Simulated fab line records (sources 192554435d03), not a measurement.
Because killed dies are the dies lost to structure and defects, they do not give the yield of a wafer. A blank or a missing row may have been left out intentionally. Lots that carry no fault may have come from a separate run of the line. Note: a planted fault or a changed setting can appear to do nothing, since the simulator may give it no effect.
Chamber matching / flow n5-finfet / N5_BEOL_M5_PRE_CLEAN_77 on cvd-co-01: 3 sister chambers
The step time 15 s. 6 wafers are shown with their chamber, then 12 later ones without.

WAFERS WITH THEIR CHAMBER
wafer=L091.2; chamber=2; heater-power-w (W)=80; rf-fwd-power-W (W)=295.7
wafer=L091.3; chamber=1; heater-power-w (W)=80; rf-fwd-power-W (W)=299.0
wafer=L091.4; chamber=1; heater-power-w (W)=79; rf-fwd-power-W (W)=298.0
wafer=L090.1; chamber=0; heater-power-w (W)=88; rf-fwd-power-W (W)=297.1
wafer=L090.2; chamber=2; heater-power-w (W)=79; rf-fwd-power-W (W)=294.9
wafer=L090.5; chamber=0; heater-power-w (W)=89; rf-fwd-power-W (W)=296.6

WAFERS MISSING THEIR CHAMBER
wafer=L092.1; heater-power-w (W)=90; rf-fwd-power-W (W)=296.0
wafer=L092.2; heater-power-w (W)=78; rf-fwd-power-W (W)=296.1
wafer=L092.6; heater-power-w (W)=81; rf-fwd-power-W (W)=294.5
wafer=L093.3; heater-power-w (W)=91; rf-fwd-power-W (W)=296.0
wafer=L093.5; heater-power-w (W)=78; rf-fwd-power-W (W)=294.0
wafer=L093.6; heater-power-w (W)=90; rf-fwd-power-W (W)=296.0
wafer=L097.1; heater-power-w (W)=79; rf-fwd-power-W (W)=295.8
wafer=L097.3; heater-power-w (W)=82; rf-fwd-power-W (W)=299.1
wafer=L097.6; heater-power-w (W)=78; rf-fwd-power-W (W)=299.9
wafer=L095.2; heater-power-w (W)=78; rf-fwd-power-W (W)=294.3
wafer=L095.3; heater-power-w (W)=80; rf-fwd-power-W (W)=298.6
wafer=L095.6; heater-power-w (W)=87; rf-fwd-power-W (W)=297.1

THE CHAMBER EACH PASSED THROUGH
wafer=L092.1; from the rows above=0; in truth=0
wafer=L092.2; from the rows above=2; in truth=2
wafer=L092.6; from the rows above=2; in truth=2
wafer=L093.3; from the rows above=0; in truth=0
wafer=L093.5; from the rows above=2; in truth=2
wafer=L093.6; from the rows above=0; in truth=0
wafer=L097.1; from the rows above=2; in truth=2
wafer=L097.3; from the rows above=1; in truth=1
wafer=L097.6; from the rows above=1; in truth=1
wafer=L095.2; from the rows above=2; in truth=2
wafer=L095.3; from the rows above=1; in truth=1
wafer=L095.6; from the rows above=0; in truth=0
12 of 12 placed correctly. From these rows, 0 cannot be placed. Placed wrongly: 0.
How it was worked out, from the rows above alone: a wafer's distance from a chamber is the root of the sum, over the readings, of the square of ((its reading less the chamber's mean) divided by the reading's scatter). If the next closest chamber is less than 2 further off than the closest, the wafer can't be placed; otherwise it belongs to the closest. The mean given for a chamber averages the wafers shown for that chamber. The scatter: the root of (the sum of the squares of (reading less its chamber's mean) over the shown wafers, divided by (wafers less chambers)).
